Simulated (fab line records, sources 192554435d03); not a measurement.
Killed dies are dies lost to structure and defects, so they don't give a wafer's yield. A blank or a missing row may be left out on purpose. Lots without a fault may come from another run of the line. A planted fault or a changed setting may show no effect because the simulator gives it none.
fab line records | flow n5_finfet
record lots=7 wafers=19 last_day=16
route steps=1938 shown MOL_CONTACT_COAG@565 BEOL_M4@1111 PASSIVATION@1936
lots that met no fault: from a run of the same line without faults
start_h: hours from the record's first day to the start of the lot's first wafer shown | wait_h: hours since the lot's step before | " the same as in the row above | L1.1+2: a row that stands for several wafers | - no value, or no start given | * or withheld: withheld | < > ~ a bound
route shown NAME@n: a module of which the file shows steps, and the number in the route of the first | usual: mean/standard deviation of fault-free wafers | same: alike in all rows | chamber/n: place in a boat | sites: the reading at each site | _std_site: their standard deviation | _edge_site: outer sites' mean less inner sites' | radius_mm: how far each site lies from the wafer's centre | mask NAME#n: copy n | behind: the tool/chamber that last shaped the wafer | hold: why the lot was held/for how many hours/how that ended | device: the transistor (n, p or np) that didn't switch | end of line: the same wafers' tests at the end of the route | a step without rows: its recipe alone | killed: dies lost to structure and defects at the first sort, not the wafer's yield | map: a wafer's dies, x killed, . not, _ none there
set.NAME: the setting as run; set.NAME@STEP: as run at that earlier step | model.NAME: the simulator's own value behind a step, which no gauge read
lots at some steps of the route; a table a step, a row a wafer
services: from which hour (start_h, from the record's first day; less than 0 if before it) a tool's chamber was out of use, for how many hours, and why
## steps
# step N5_MOL_CONTACT_COAG_COAT_76
# recipe resist=SiARC temp_c=220 time_s=60 spin_rpm=1500 resist_thk_nm=10
# step N5_MOL_CONTACT_COAG_COAT_77
# recipe resist=underlayer temp_c=205 time_s=60 spin_rpm=1500 resist_thk_nm=10
# step N5_MOL_CONTACT_COAG_COAT_78
# recipe resist=CAR-EUV spin_rpm=1500 resist_thk_nm=40
# step N5_MOL_CONTACT_COAG_EBR_80
# recipe solvent=PGMEA ebr_width_mm=1.5
# step N5_MOL_CONTACT_COAG_SOFTBAKE_79
# recipe temp_c=110 time_s=60 resist=CAR-EUV
# step N5_MOL_CONTACT_COAG_EXPOSE_81
# recipe mask_id=VG na=0.33 source_shape=annular sigma_inner=0.3 sigma_outer=0.7 polarization=unpolarized defocus_nm=0 dose_mj=59.5
# step N5_MOL_CONTACT_COAG_PEB_82
# recipe peb_temp_c=100 peb_time_s=60 resist=CAR-EUV
# step N5_MOL_CONTACT_COAG_DEVELOP_83
# recipe develop_time_s=30 developer=TMAH resist=CAR-EUV rinse_liquid=surfactant_rinse dry=air_spin dev_temp_c=23
# step N5_MOL_CONTACT_COAG_CD_MEAS_84
# recipe target_cd_nm=25.1 landing_energy_ev=500 detector=se_inlens polarity=opening
# usual cd_nm=25.07/0.28
# columns lot.wafer tool chamber start_h wait_h cd_nm
L279.3 cd_sem-02 0 110.71 - 25.12
L279.5 " 0 " " 25.27
L279.6 " 0 " " 25.53
L280.3 cd_sem-02 0 118.14 - 24.75
L280.4 " 0 " " 24.97
L280.6 " 0 " " 24.70
L282.1 cd_sem-03 0 130.71 - 25.15
L282.5 " 0 " " 24.96
L283.1 cd_sem-03 0 137.26 - 25.41
L283.2 " 0 " " 24.95
L283.4 " 0 " " 25.26
L286.5 cd_sem-02 0 150.80 - 25.58
L286.6 " 0 " " 25.56
L292.2 cd_sem-01 0 191.90 - 24.77
L292.3 " 0 " " 24.57
L292.4 " 0 " " 24.80
L294.1 cd_sem-03 0 202.64 - 24.82
L294.3 " 0 " " 24.65
L294.4 " 0 " " 24.93
# step N5_MOL_CONTACT_COAG_OVL_MEAS_85
# recipe points_per_wafer=522
# usual VG_OVL=-0.4/0.63
# same points_per_wafer=522
# columns lot.wafer tool chamber start_h wait_h VG_OVL[nm]
L279.3 overlay-01 0 110.75 0.0 -1.0
L279.5 " 0 " " -1.9
L279.6 " 0 " " -0.4
L280.3 overlay-01 0 118.18 0.0 -0.7
L280.4 " 0 " " -1.2
L280.6 " 0 " " -1.4
L282.1 overlay-01 0 130.74 0.0 0.4
L282.5 " 0 " " 0.5
L283.1 overlay-02 0 137.29 0.0 -0.4
L283.2 " 0 " " -0.6
L283.4 " 0 " " -0.8
L286.5 overlay-01 0 150.85 0.0 0.5
L286.6 " 0 " " 0.5
L292.2 overlay-01 0 191.94 0.0 -0.5
L292.3 " 0 " " 0.7
L292.4 " 0 " " 0.5
L294.1 overlay-01 0 202.68 0.0 -0.3
L294.3 " 0 " " -1.7
L294.4 " 0 " " -1.3
# step N5_MOL_CONTACT_COAG_INSPECT_57
# recipe mode=adi inspect_instrument=brightfield
# usual raw_defect_count=207/80
# columns lot.wafer tool chamber start_h wait_h raw_defect_count
L279.3 defect_inspect-02 - 110.80 0.0 136
L279.5 " - " " 213
L279.6 " - " " 252
L280.3 defect_inspect-01 - 118.23 0.0 202
L280.4 " - " " 356
L280.6 " - " " 276
L282.1 defect_inspect-02 - 130.80 0.1 160
L282.5 " - " " 126
L283.1 defect_inspect-02 - 137.35 0.1 224
L283.2 " - " " 212
L283.4 " - " " 176
L286.5 defect_inspect-01 - 150.88 0.0 223
L286.6 " - " " 143
L292.2 defect_inspect-01 - 191.99 0.0 512
L292.3 " - " " 463
L292.4 " - " " 423
L294.1 defect_inspect-01 - 202.73 0.1 225
L294.3 " - " " 252
L294.4 " - " " 175
# step N5_MOL_CONTACT_COAG_DESCUM_88
# recipe chemistry=O2 time_s=7 source_power_w=50 bias_power_w=20 pressure_mtorr=20 rf_frequency_hz=2.712e+07 temp_c=40 resist=CAR-EUV o2_flow_sccm=225
# usual drypump_motor_current_A=5.6/0.43 oes_product_au=0.82/0.087 rf_vpp_V=243.4/1.5 showerhead_plenum_p_Torr=2.11/0.077 throttle_valve_pct=20.42/0.26
# columns lot.wafer tool chamber start_h wait_h drypump_motor_current_A oes_product_au rf_hours_counter_h rf_vpp_V showerhead_plenum_p_Torr throttle_valve_pct
L279.3 rie_diel-01 0 110.83 0.0 6.2 0.70 202 243.2 2.08 20.78
L279.5 " 1 " " 5.6 0.71 - 242.7 2.08 20.52
L279.6 " 0 " " 6.2 0.71 - 242.1 2.08 20.77
L280.3 rie_diel-05 0 118.26 0.0 5.5 0.90 20 243.5 2.04 20.10
L280.4 " 3 " " 4.9 0.96 - 245.2 2.23 20.20
L280.6 " 2 " " 5.6 0.89 - 243.4 2.03 20.51
L282.1 rie_diel-05 0 130.85 0.1 5.5 0.90 22 242.2 2.04 20.12
L282.5 " 1 " " 6.1 0.98 - 242.5 2.15 20.10
L283.1 rie_diel-05 3 137.39 0.0 4.9 0.93 13 246.0 2.23 20.22
L283.2 " 1 " " 6.1 0.96 4 244.9 2.15 20.12
L283.4 " 2 " " 5.6 0.88 53 240.8 2.03 20.51
L286.5 rie_diel-05 0 151.14 0.3 5.5 0.90 - 240.5 2.04 20.11
L286.6 " 3 " " 5.0 0.91 - 244.5 2.23 20.22
L292.2 rie_diel-06 1 192.03 0.0 6.3 0.86 44 245.6 2.23 20.56
L292.3 " 2 " " 5.8 0.70 217 243.0 2.07 20.66
L292.4 " 3 " " 5.7 0.68 241 244.0 2.16 20.90
L294.1 rie_diel-06 0 202.77 0.0 4.8 0.83 69 246.0 2.21 20.60
L294.3 " 2 " " 5.8 0.70 219 241.2 2.07 20.66
L294.4 " 3 " " 5.7 0.67 245 243.1 2.16 20.92
# step N5_MOL_CONTACT_COAG_ETCH_89
# recipe chemistry=N2/H2 target=underlayer target_depth_a=130 mask_material=CAR-EUV time_s=10.4 ion_energy_ev=200 pressure_mtorr=30 source_w=840 bias_w=150 n2_flow_sccm=200 h2_flow_sccm=200 ends=cleared
# usual drypump_motor_current_A=5.6/0.43 etch_rf_on_time_s=10.34/0.17 oes_product_au=0.70/0.074 rf_vpp_V=524.5/2.6 showerhead_plenum_p_Torr=2.56/0.091 throttle_valve_pct=17.82/0.25
# columns lot.wafer tool chamber start_h wait_h drypump_motor_current_A etch_rf_on_time_s oes_product_au rf_hours_counter_h rf_vpp_V showerhead_plenum_p_Torr throttle_valve_pct
L279.3 rie_diel-01 0 110.86 0.0 6.2 10.43 0.62 202 523.3 2.53 18.27
L279.5 " 1 " " 5.6 10.56 0.60 - 523.5 2.51 17.95
L279.6 " 0 " " 6.2 10.53 0.61 - 525.9 2.53 18.25
L280.3 rie_diel-05 0 118.30 0.0 5.5 10.43 0.76 20 522.4 2.49 17.52
L280.4 " 3 " " 5.0 10.25 0.81 - 528.8 2.71 17.52
L280.6 " 2 " " 5.7 9.99 0.77 - 521.2 2.48 17.97
L282.1 rie_diel-05 0 130.89 0.0 5.5 6.13 1.05 22 522.8 2.49 17.60
L282.5 " 1 " " 6.1 5.96 1.17 - 526.0 2.60 17.57
L283.1 rie_diel-05 3 137.42 0.0 5.0 6.09 1.08 13 527.4 2.71 17.60
L283.2 " 1 " " 6.1 10.07 0.83 4 526.7 2.59 17.51
L283.4 " 2 " " 5.6 10.03 0.76 53 521.5 2.47 17.97
L286.5 rie_diel-05 0 151.16 0.0 5.5 6.10 1.04 - 522.8 2.48 17.59
L286.6 " 3 " " 5.0 10.22 0.78 - 528.9 2.71 17.55
L292.2 rie_diel-06 1 192.06 0.0 6.2 10.44 0.73 44 528.2 2.70 17.95
L292.3 " 2 " " 5.8 10.40 0.61 217 524.2 2.52 18.04
L292.4 " 3 " " 5.7 10.40 0.58 241 525.8 2.61 18.25
L294.1 rie_diel-06 0 202.80 0.0 4.8 10.34 0.71 69 527.9 2.68 17.87
L294.3 " 2 " " 5.8 10.68 0.60 219 523.7 2.51 18.03
L294.4 " 3 " " 5.7 10.48 0.58 245 527.4 2.60 18.25
# step N5_MOL_CONTACT_COAG_ETCH_90
# recipe chemistry=CF4 target=SiARC target_depth_a=130 mask_material=CAR-EUV time_s=21.7 ion_energy_ev=80 pressure_mtorr=40 source_w=545 bias_w=36 Ar_flow_sccm=100 cf4_flow_sccm=100 ends=cleared
# usual drypump_motor_current_A=5.6/0.43 etch_rf_on_time_s=21.5/0.32 oes_product_au=0.71/0.075 rf_vpp_V=184.3/1.2 showerhead_plenum_p_Torr=2.16/0.072 throttle_valve_pct=15.59/0.28
# columns lot.wafer tool chamber start_h wait_h drypump_motor_current_A etch_rf_on_time_s oes_product_au rf_hours_counter_h rf_vpp_V showerhead_plenum_p_Torr throttle_valve_pct
L279.3 rie_diel-01 0 110.88 0.0 6.2 22.2 0.61 202 185.1 2.13 15.99
L279.5 " 1 " " 5.6 21.9 0.60 - 183.5 2.13 15.76
L279.6 " 0 " " 6.2 22.0 0.61 - 185.2 2.13 16.00
L280.3 rie_diel-05 0 118.32 0.0 5.5 21.7 0.77 20 184.4 2.11 15.32
L280.4 " 3 " " 5.0 21.3 0.82 - 186.3 2.28 15.40
L280.6 " 2 " " 5.6 20.9 0.77 - 184.9 2.09 15.73
L282.1 rie_diel-05 0 130.91 0.0 5.5 21.5 0.77 22 183.3 2.11 15.31
L282.5 " 1 " " 6.1 21.1 0.84 - 185.3 2.19 15.23
L283.1 rie_diel-05 3 137.44 0.0 5.0 21.4 0.78 13 187.0 2.27 15.40
L283.2 " 1 " " 6.1 21.2 0.83 4 183.5 2.19 15.24
L283.4 " 2 " " 5.6 21.0 0.76 53 184.1 2.09 15.74
L286.5 rie_diel-05 0 151.20 0.0 5.5 21.6 0.76 - 183.3 2.10 15.33
L286.6 " 3 " " 4.9 21.2 0.78 - 185.2 2.27 15.41
L292.2 rie_diel-06 1 192.08 0.0 6.2 21.4 0.74 44 184.6 2.26 15.62
L292.3 " 2 " " 5.8 21.7 0.61 217 182.6 2.12 15.87
L292.4 " 3 " " 5.7 21.8 0.58 241 186.3 2.20 16.10
L294.1 rie_diel-06 0 202.82 0.0 4.8 21.6 0.72 69 184.6 2.25 15.72
L294.3 " 2 " " 5.8 21.8 0.60 219 182.6 2.12 15.90
L294.4 " 3 " " 5.7 21.9 0.58 245 185.0 2.20 16.12
# step N5_BEOL_M4_RC_MEAS_101
# usual DIBL_N=35.7/1.3 DIBL_P=35.4/1.8 IOFF_N=0.152/0.027 IOFF_P=0.20/0.034 ION_N=672/9.8 ION_P=461/7.5 SS_N=71.4/0.55 SS_P=73.1/0.61 VT_N=251/3.3 VT_P=-251/3.6
# columns lot.wafer tool chamber start_h wait_h DIBL_N[mV/V] DIBL_P[mV/V] IOFF_N[nA/um] IOFF_P[nA/um] ION_N[uA/um] ION_P[uA/um] SS_N[mV/dec] SS_P[mV/dec] VT_N[mV] VT_P[mV]
L279.3 prober-01 0 179.43 0.3 39.0 38.2 0.225 0.31 685 475 72.1 74.8 245 -246
L279.5 " 0 " " 36.1 35.0 0.169 0.24 681 467 71.7 72.7 251 -247
L279.6 " 0 " " 36.5 35.2 0.172 0.24 666 461 71.9 73.0 248 -247
L280.3 prober-02 0 181.50 0.3 34.6 36.3 0.165 0.19 682 464 71.3 73.0 250 -252
L280.4 " 0 " " 36.9 37.7 0.190 0.20 680 456 72.2 73.9 249 -251
L280.6 " 0 " " 34.4 35.2 0.150 0.17 677 456 71.4 72.6 251 -254
L282.1 prober-02 0 194.14 0.0 36.9 37.4 0.191 0.26 683 474 71.7 73.5 246 -244
L282.5 " 0 " " 35.2 35.9 0.163 0.23 683 473 71.4 73.9 249 -245
L283.1 prober-02 0 200.27 0.0 35.6 37.1 0.164 0.24 684 474 70.8 73.0 247 -245
L283.2 " 0 " " 34.1 34.2 0.130 0.18 675 462 70.5 72.3 253 -247
L283.4 " 0 " " 34.6 35.8 0.146 0.21 675 464 71.0 72.0 249 -247
L286.5 prober-02 0 219.87 1.0 36.4 35.8 0.147 0.21 677 464 71.2 73.4 253 -249
L286.6 " 0 " " 36.7 35.9 0.145 0.21 673 462 71.8 72.8 249 -249
L292.2 prober-01 0 256.24 0.2 38.1 37.4 0.178 0.22 667 456 71.9 74.0 248 -251
L292.3 " 0 " " 37.8 36.4 0.179 0.20 676 455 72.1 74.4 249 -253
L292.4 " 0 " " 35.4 34.7 0.144 0.17 678 452 71.8 72.4 249 -255
L294.1 prober-01 0 278.95 0.0 34.8 32.8 0.136 0.18 670 458 71.3 72.6 252 -252
L294.3 " 0 " " 34.5 33.8 0.143 0.19 681 463 71.1 73.5 252 -250
L294.4 " 0 " " 33.6 31.4 0.121 0.16 662 456 70.7 73.1 252 -250
# step N5_PASSIVATION_PROBE_49
# usual defect_limited_yield=91.5/1.3 killed_at_M0_to_M3=33/11 killed_at_M4_up=14/5.3 killed_at_contacts=11/6.3 killed_at_front_end=38/10 killed_at_other=3.7/2.8 killed_dies=101/16 killed_on_rim=13/3.4 killed_open=67/12 killed_short=32/7.4 sort_bin_5_function=5.0/0.86 sort_bin_6_memory=3.2/0.69 sort_n_pass=1079/16 sort_yield_pct=91.5/1.3
# same gross_dies=1180 killed_at_back_side=0 sort_bin_4_leakage[%]=0 sort_bin_8_speed[%]=0
# columns lot.wafer tool chamber start_h wait_h defect_limited_yield[%] killed_at_M0_to_M3 killed_at_M4_up killed_at_contacts killed_at_front_end killed_at_other killed_dies killed_on_rim killed_open killed_short sort_bin_5_function[%] sort_bin_6_memory[%] sort_n_pass sort_yield_pct[%]
L280.3 prober-02 - 297.08 0.1 92.6 31 13 9 32 2 87 11 55 31 4.0 2.8 1093 92.6
L280.4 prober-02 - 297.13 0.2 92.8 21 10 15 38 1 85 9 55 29 4.4 2.3 1095 92.8
L280.6 prober-02 - 297.23 0.3 92.1 26 12 24 30 1 93 12 54 36 4.8 2.5 1087 92.1
L282.1 prober-01 - 304.24 0.0 89.8 39 15 25 39 2 120 21 77 42 5.9 3.6 1060 89.8
L282.5 prober-01 - 304.44 0.2 89.7 33 20 16 50 2 121 20 80 40 5.8 4.2 1059 89.7
L292.2 prober-01 - 356.46 0.1 91.4 22 14 6 54 5 101 13 62 37 4.8 3.2 1079 91.4
L292.3 prober-01 - 356.51 0.1 91.9 20 13 5 50 7 95 10 66 27 5.5 2.0 1085 91.9
L292.4 prober-01 - 356.56 0.2 92.7 23 10 8 44 1 86 11 60 25 4.2 3.0 1094 92.7
L294.1 prober-02 - 381.75 0.0 90.8 39 7 6 46 10 108 12 73 34 4.3 4.2 1072 90.8
L294.3 prober-02 - 381.85 0.1 91.7 37 16 5 35 5 98 14 59 35 4.8 3.4 1082 91.7
L294.4 prober-02 - 381.90 0.2 89.8 59 13 4 39 5 120 13 85 35 5.6 4.4 1060 89.8
# killed by level:class
L280.3 STI_FIN_REVEAL:geometric_particle:open=11 BEOL_M1:geometric_particle:open=9 MOL_CONTACT_COAG:geometric_particle:open=8 GATE_CUT:geometric_particle:short=7 BEOL_M0_SAQP:geometric_particle:short=6 BEOL_M2:geometric_particle:open=5 BEOL_M3:geometric_particle:open=4 BEOL_M4:geometric_particle:open=4
L280.4 MOL_CONTACT_COAG:geometric_particle:open=13 STI_FIN_REVEAL:geometric_particle:open=11 FIN_SAQP:geometric_particle:short=5 GATE_CUT:geometric_particle:short=5 BEOL_M5:geometric_particle:open=5 BEOL_M0_SAQP:geometric_particle:open=4 STARTING-WAFER:geometric_particle:open=4 BEOL_M0_SAQP:geometric_particle:short=3
L280.6 MOL_CONTACT_COAG:geometric_particle:open=19 FIN_SAQP:geometric_particle:short=6 BEOL_M1:geometric_particle:open=6 BEOL_M2:geometric_particle:open=6 STI_FIN_REVEAL:geometric_particle:open=5 GATE_CUT:geometric_particle:short=5 MOL_CONTACT_COAG:geometric_particle:short=5 BEOL_M0_SAQP:geometric_particle:short=4
L282.1 MOL_CONTACT_COAG:geometric_particle:open=20 BEOL_M1:geometric_particle:open=10 FIN_SAQP:geometric_particle:short=9 BEOL_M0_SAQP:geometric_particle:short=9 FIN_SAQP:geometric_particle:open=8 BEOL_M4:geometric_particle:open=6 MOL_CONTACT_COAG:geometric_particle:short=5 BEOL_M3:geometric_particle:open=5
L282.5 MOL_CONTACT_COAG:geometric_particle:open=12 BEOL_M4:geometric_particle:open=12 FIN_SAQP:geometric_particle:open=9 BEOL_M1:geometric_particle:open=9 FIN_SAQP:geometric_particle:short=7 BEOL_M0_SAQP:geometric_particle:open=7 BEOL_M2:geometric_particle:open=7 STI_FIN_REVEAL:geometric_particle:open=6
L292.2 FIN_SAQP:geometric_particle:open=18 FIN_SAQP:geometric_particle:short=12 STI_FIN_REVEAL:geometric_particle:open=9 MOL_CONTACT_COAG:geometric_particle:open=6 BEOL_M1:geometric_particle:open=5 BEOL_M4:geometric_particle:short=5 BEOL_M0_SAQP:geometric_particle:short=4 BEOL_M2:geometric_particle:open=4
L292.3 FIN_SAQP:geometric_particle:open=16 STI_FIN_REVEAL:geometric_particle:open=11 FIN_SAQP:geometric_particle:short=8 BEOL_M2:geometric_particle:open=8 STARTING-WAFER:geometric_particle:short=5 MOL_CONTACT_COAG:geometric_particle:open=5 BEOL_M0_SAQP:geometric_particle:open=5 BEOL_M4:geometric_particle:open=4
L292.4 STI_FIN_REVEAL:geometric_particle:open=13 FIN_SAQP:geometric_particle:short=10 FIN_SAQP:geometric_particle:open=9 BEOL_M3:geometric_particle:open=9 MOL_CONTACT_COAG:geometric_particle:open=6 BEOL_M2:geometric_particle:open=6 BEOL_M0_SAQP:geometric_particle:open=5 STI_FIN_REVEAL:geometric_particle:short=3
L294.1 BEOL_M3:geometric_particle:open=16 FIN_SAQP:geometric_particle:short=10 FIN_SAQP:geometric_particle:open=9 BEOL_M1:geometric_particle:open=8 STI_FIN_REVEAL:geometric_particle:open=7 BEOL_M2:geometric_particle:open=5 BEOL_M7:geometric_particle:open=3 DUMMY_GATE:geometric_particle:open=3
L294.3 BEOL_M1:geometric_particle:open=10 FIN_SAQP:geometric_particle:short=9 BEOL_M3:geometric_particle:open=9 BEOL_M2:geometric_particle:open=8 BEOL_M4:geometric_particle:open=5 STARTING-WAFER:geometric_particle:short=5 DUMMY_GATE:geometric_particle:short=4 MOL_CONTACT_COAG:geometric_particle:open=4
L294.4 BEOL_M1:geometric_particle:open=17 BEOL_M0_SAQP:geometric_particle:open=13 BEOL_M3:geometric_particle:open=10 FIN_SAQP:geometric_particle:short=6 STI_FIN_REVEAL:geometric_particle:open=6 BEOL_M0_SAQP:geometric_particle:short=6 BEOL_M2:geometric_particle:open=6 FIN_SAQP:geometric_particle:open=5
## services
# columns tool chamber start_h hours kind
rie_diel-05 1 106.24 - clean
rie_diel-05 1 106.24 - consumable_replace:focus_ring
rie_diel-05 1 106.24 21.1 scheduled_down
rie_diel-05 1 106.24 21.1 vent_cycle
rie_diel-06 0 149.96 9.6 repair
rie_diel-06 - 186.01 2.8 pm
rie_diel-06 2 193.07 5.0 repair
## key
first_sign step=N5_MOL_CONTACT_COAG_ETCH_89 reading=etch_rf_on_time_s direction=down sigmas=25 usual=* struck=*
effect step=N5_MOL_CONTACT_COAG_ETCH_89 reading=oes_product_au direction=up sigmas=5.2 usual=0.70 struck=1.09
met_at N5_MOL_CONTACT_COAG_ETCH_89
struck_wafers L282.1,L282.5,L283.1,L286.5
onset_between 118.30 130.89
fault kind=process_parameter_drift tool=rie_diel-05 chamber=- onset_h=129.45 steps=N5_MOL_CONTACT_COAG_ETCH_89 channel=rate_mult offset=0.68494 shape=step end_h=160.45 scope=struck_wafers_only
